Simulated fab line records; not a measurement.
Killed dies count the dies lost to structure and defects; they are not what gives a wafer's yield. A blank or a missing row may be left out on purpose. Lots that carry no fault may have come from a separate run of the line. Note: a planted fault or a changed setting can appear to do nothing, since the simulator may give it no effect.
Which of the tools did it? / flow nandHarc / 12 lots (36 wafers sampled), 1 step of a 1159-step route

== WHAT THE GAUGES READ, wafer by wafer ==
NHARC_A_CHANNEL_HOLE_D1_INSPECT_40.
lot=L075; measured=day 8 20:50; on=defectInspect-01; rawDefectCount=67 72 45
lot=L077; measured=day 9 03:53; on=defectInspect-02; rawDefectCount=37 55 59
lot=L080; measured=day 10 00:26; on=defectInspect-01; rawDefectCount=38 38 47
lot=L082; measured=day 10 09:32; on=defectInspect-02; rawDefectCount=70 50 56
lot=L084; measured=day 10 20:08; on=defectInspect-02; rawDefectCount=49 46 37
lot=L087; measured=day 11 15:22; on=defectInspect-01; rawDefectCount=58 40 47
lot=L086; measured=day 11 19:58; on=defectInspect-01; rawDefectCount=61 38 27
lot=L090; measured=day 12 11:02; on=defectInspect-02; rawDefectCount=77 58 71
lot=L091; measured=day 12 15:20; on=defectInspect-02; rawDefectCount=80 67 69
lot=L093; measured=day 13 09:19; on=defectInspect-01; rawDefectCount=58 61 57
lot=L096; measured=day 13 22:35; on=defectInspect-01; rawDefectCount=36 48 57
lot=L095; measured=day 14 06:55; on=defectInspect-01; rawDefectCount=55 56 48

== EACH LOT AND THE TOOL THAT RAN IT (in order: tool; ch and the chambers of the sampled wafers; start) ==
Before these readings, the record contains no process step.

== THE ANSWER, worked out from the rows above alone ==
Rule: the lots themselves supply what counts as usual. Put in order of their means at a reading, lots are off if they are a third of the lots or fewer, leave a main group of 4 or more, and stand apart from it by a gap of 3 or more times the standard deviation of the main group's means; of several such gaps the widest counts. A main group whose means are all the same, to the digits that the tables above print for the reading, isn't used. A lot without any number at a reading at which 4 lots or more have one is off too. All remaining lots with rows at the step are treated as sound.
None of the lots is off at any reading shown; this tells nothing.

== WHAT THE SIMULATOR PUT IN ==
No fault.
